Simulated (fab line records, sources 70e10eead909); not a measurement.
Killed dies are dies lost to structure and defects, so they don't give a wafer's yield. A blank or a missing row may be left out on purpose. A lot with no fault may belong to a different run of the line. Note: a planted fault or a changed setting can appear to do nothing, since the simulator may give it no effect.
One fault through the eyes of 3 desks -- flow nandHarc -- what lay behind the numbers comes last; until then each desk has only its own

== THE DEFECT DESK ==
For each lot, the counts of the inspections along the route, averaged over the sampled wafers that have a number. Marked OUT: a lot whose mean sits more than 4 standard deviations from the usual mean, which makes it out of limits; the brackets give that distance.
Columns: A = rawDefectCount at NHARC_A_START_INSPECT_01, usual 3.3
lot,first seen here,A
L774,day 9 00:20,4.0
L775,day 9 01:59,3.3
L780,day 9 12:54,3.0
L779,day 9 14:43,4.3
L778,day 9 17:31,2.7
L781,day 9 19:44,3.7
L785,day 10 01:38,2.3
L789,day 10 15:05,3.3
L791,day 10 17:26,3.0
L790,day 10 18:19,2.3
L792,day 11 02:35,3.0
L793,day 11 08:00,3.0
L794,day 11 08:59,4.0
Finding of this desk: none of the 13 lots has anything out of limits.

== FROM THE METROLOGY DESK ==
What the gauges read for every lot (on any tool): the sampled wafers with a number, averaged. Marked OUT: a lot whose mean sits more than 4 standard deviations from the usual mean, which makes it out of limits; the brackets give that distance.
Columns: A = thkNm at NHARC_P_BONDPAD_THK_MEAS_20, usual 161.2 nm; B = thkNm at NHARC_A_ONON_D1_THK_MEAS_02, usual 1003 nm
lot,first seen here,A,B
L774,day 8 23:38,161.5,989
L775,day 9 01:15,161.8,1006
L780,day 9 12:11,160.9,999
L779,day 9 14:01,161.2,996
L778,day 9 16:49,161.0,1010
L781,day 9 19:04,160.5,990
L785,day 10 00:56,161.0,1002
L789,day 10 14:24,161.4,615 (-40) OUT
L791,day 10 16:46,160.9,1008
L790,day 10 17:34,159.6,585 (-43) OUT
L792,day 11 01:55,160.2,1006
L793,day 11 07:17,161.6,1011
L794,day 11 08:17,160.6,1012
This desk's verdict: out of limits on L789, L790, starting with L789 at day 11 10:58 (thkNm at NHARC_A_ONON_D1_THK_MEAS_02). L774, L775, L780, L779, L778, L781, L785, L791, L792, L793, L794: within limits.

== THE TOOL OWNER'S DESK: pecvdOnon-03 ==
The tool's own readings at NHARC_A_ONON_D1_DEP_00 (target thk 1000 nm): means of the sampled wafers that have a number, for each lot that ran on this tool. Marked OUT: a lot whose mean sits more than 4 standard deviations from the usual mean, which makes it out of limits; the brackets give that distance.
Columns: A = n2oFlowSccm at NHARC_A_ONON_D1_DEP_00, usual 1998 sccm; B = sih4FlowSccm at NHARC_A_ONON_D1_DEP_00, usual 210.0 sccm; C = susceptorTempC at NHARC_A_ONON_D1_DEP_00, usual 399.98 C
lot,first seen here,A,B,C
L775,day 10 02:29,2000,210.4,399.95
L780,day 10 12:14,1993,210.0,399.96
L778,day 10 17:07,2002,210.7,399.97
L785,day 11 01:30,1991,209.7,400.17
L789,day 11 10:27,1996,209.8,400.05
L790,day 11 17:08,1994,209.4,400.01
Finding of this desk: none of the 6 lots has anything out of limits.

== BROUGHT TOGETHER ==
On L789, L790, the metrology desk was in a position to raise an alarm at day 11 10:58.
The defect desk saw nothing out of limits.
Nothing out of limits was seen by the tool owner's desk.
The defect desk has L789, L790 on record, within its limits.
On record at the tool owner's desk: L789, L790, within its limits.
The lots listed all ran NHARC_A_ONON_D1_DEP_00 on pecvdOnon-03.

== WHAT HAD BEEN PUT IN BY THE SIMULATOR ==
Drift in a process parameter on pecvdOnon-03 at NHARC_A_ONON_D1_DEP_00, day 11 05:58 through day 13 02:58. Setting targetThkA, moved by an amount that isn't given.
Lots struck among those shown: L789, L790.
Hours from the fault's start to each desk's first reading out of limits: the metrology desk, 5.
